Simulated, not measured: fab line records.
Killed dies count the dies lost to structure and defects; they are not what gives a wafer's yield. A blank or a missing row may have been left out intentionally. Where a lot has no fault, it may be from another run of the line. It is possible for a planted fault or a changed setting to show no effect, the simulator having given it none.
What tool caused it? | flow nandHarc | 6 lots, 18 wafers sampled, at 5 steps of a route of 1302

## WHAT EACH GAUGE READ, for each wafer
NHARC_END_SORT_01.
lot  | measured     | on        | killedAtArray
L139 | day 27 18:12 | prober-02 | 47 48 53
L141 | day 28 14:28 | prober-02 | 81

## WHICH TOOL RAN EACH LOT (tool, then ch and the chambers of the sampled wafers, then the start)
lot  | NHARC_A_STAIRCASE_HM_DEP_462 | NHARC_A_STAIRCASE_ETCH_453        | NHARC_A_STAIRCASE_ALD_415       | NHARC_A_STAIRCASE_STRIP_476
L133 | aclDep-03 ch 0, day 17 12:46 | rieDiel-01 ch 0,1,3, day 17 16:13 | aldHk-03 ch 0,1, day 17 17:34   | rieDiel-04 ch 1,2,3, day 17 19:44
L139 | aclDep-03 ch 0, day 20 07:10 | rieDiel-01 ch 0,1, day 20 10:40   | aldHk-04 ch 0,1,2, day 20 12:32 | rieDiel-04 ch 1,3, day 20 14:23
L141 | aclDep-03 ch 0, day 21 02:20 | rieDiel-01 ch 1,2,3, day 21 05:43 | aldHk-04 ch 0,3, day 21 07:02   | rieDiel-04 ch 1,3, day 21 09:13
L150 | aclDep-03 ch 0, day 24 20:25 | rieDiel-01 ch 0,1,2, day 24 23:45 | aldHk-04 ch 1,2,3, day 25 01:14 | rieDiel-04 ch 1,2,3, day 25 03:26
L153 | aclDep-02 ch 0, day 26 02:28 | rieDiel-07 ch 1,2, day 26 05:25   | aldHk-03 ch 0,1,3, day 26 07:11 | rieDiel-04 ch 0,1,3, day 26 08:54
L155 | aclDep-03 ch 0, day 26 11:55 | rieDiel-01 ch 0,1, day 26 15:22   | aldHk-03 ch 1,2,3, day 26 16:55 | rieDiel-07 ch 0,1,3, day 26 19:10
- NHARC_A_STAIRCASE_HM_DEP_462: deposits aC, target thk 800 nm.
- NHARC_A_STAIRCASE_ETCH_453: etches the open film in CF4/O2, target depth 30 nm, overetch 3 nm, time 16.5 s.
- NHARC_A_STAIRCASE_ALD_415: deposits SiO2, target thk 30 nm, pulse time 6 s, ald cycles 300.
- NHARC_A_STAIRCASE_STRIP_476: strips in O2, time 20 s.

## THE ANSWER, worked out from the rows above alone
Rule: the usual values come from the lots themselves. The widest of any qualifying gaps counts: lots, ordered by their means at a reading, are off when they make up no more than a third of the lots, leave a main group of 4 or more, and stand apart from it by 3 or more times the standard deviation of that group's means. A main group whose means are all the same, to the digits that the tables above print for the reading, isn't used. Also off: a lot with no number at a reading for which 4 or more lots have one. The other lots that the step has rows for count as sound.
None of the lots is off at any reading shown; this tells nothing.

## WHAT HAD BEEN PUT IN BY THE SIMULATOR
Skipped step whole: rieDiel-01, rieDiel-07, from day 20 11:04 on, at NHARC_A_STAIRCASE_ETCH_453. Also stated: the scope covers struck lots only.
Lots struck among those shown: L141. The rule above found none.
